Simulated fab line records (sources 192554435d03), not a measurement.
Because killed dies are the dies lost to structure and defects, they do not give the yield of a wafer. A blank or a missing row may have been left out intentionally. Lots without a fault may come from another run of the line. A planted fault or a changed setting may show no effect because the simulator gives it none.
Chamber matching / flow n5_finfet / rie_diel-04 running N5_BEOL_M12_ETCH_67: 4 sister chambers
The step etches SiARC in CF4, target depth 143 nm, time 238.3 s. 8 wafers are shown with their chamber, then 7 later ones without.

== EACH WAFER AND ITS CHAMBER ==
wafer=L080.1; chamber=0; drypump_motor_current_A (A)=5.9; showerhead_plenum_p_Torr (Torr)=2.04
wafer=L082.1; chamber=0; drypump_motor_current_A (A)=5.8; showerhead_plenum_p_Torr (Torr)=2.04
wafer=L082.4; chamber=2; drypump_motor_current_A (A)=4.8; showerhead_plenum_p_Torr (Torr)=2.08
wafer=L086.1; chamber=1; drypump_motor_current_A (A)=5.3; showerhead_plenum_p_Torr (Torr)=2.20
wafer=L086.2; chamber=3; drypump_motor_current_A (A)=5.6; showerhead_plenum_p_Torr (Torr)=2.02
wafer=L086.4; chamber=2; drypump_motor_current_A (A)=4.8; showerhead_plenum_p_Torr (Torr)=2.08
wafer=L091.1; chamber=1; drypump_motor_current_A (A)=5.3; showerhead_plenum_p_Torr (Torr)=2.19
wafer=L091.3; chamber=3; drypump_motor_current_A (A)=5.6; showerhead_plenum_p_Torr (Torr)=2.02

== WAFERS WHOSE CHAMBER IS MISSING ==
wafer=L091.4; drypump_motor_current_A (A)=5.9; showerhead_plenum_p_Torr (Torr)=2.03
wafer=L093.1; drypump_motor_current_A (A)=4.8; showerhead_plenum_p_Torr (Torr)=2.07
wafer=L093.2; drypump_motor_current_A (A)=5.6; showerhead_plenum_p_Torr (Torr)=2.02
wafer=L093.3; drypump_motor_current_A (A)=5.3; showerhead_plenum_p_Torr (Torr)=2.19
wafer=L097.4; drypump_motor_current_A (A)=5.9; showerhead_plenum_p_Torr (Torr)=2.28
wafer=L097.5; drypump_motor_current_A (A)=5.8; showerhead_plenum_p_Torr (Torr)=2.28
wafer=L097.6; drypump_motor_current_A (A)=5.6; showerhead_plenum_p_Torr (Torr)=2.28

== EACH ONE'S CHAMBER ==
wafer=L091.4; from the rows above=0; in truth=0
wafer=L093.1; from the rows above=2; in truth=2
wafer=L093.2; from the rows above=3; in truth=3
wafer=L093.3; from the rows above=1; in truth=1
wafer=L097.4; from the rows above=1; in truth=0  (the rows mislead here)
wafer=L097.5; from the rows above=1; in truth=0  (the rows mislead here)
wafer=L097.6; from the rows above=1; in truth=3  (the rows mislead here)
4 of 7 placed correctly. Can't be placed from these rows: 0. Placed wrongly: 3.
How it was worked out, from the rows above alone: a wafer's distance from a chamber is the root of the sum, over the readings, of the square of ((its reading less the chamber's mean) divided by the reading's scatter). The wafer belongs to the nearest chamber; if the next one is less than 2 further off, it can't be placed. A chamber's mean is the mean of its shown wafers. The scatter: the root of (the sum of the squares of (reading less its chamber's mean) over the shown wafers, divided by (wafers less chambers)).
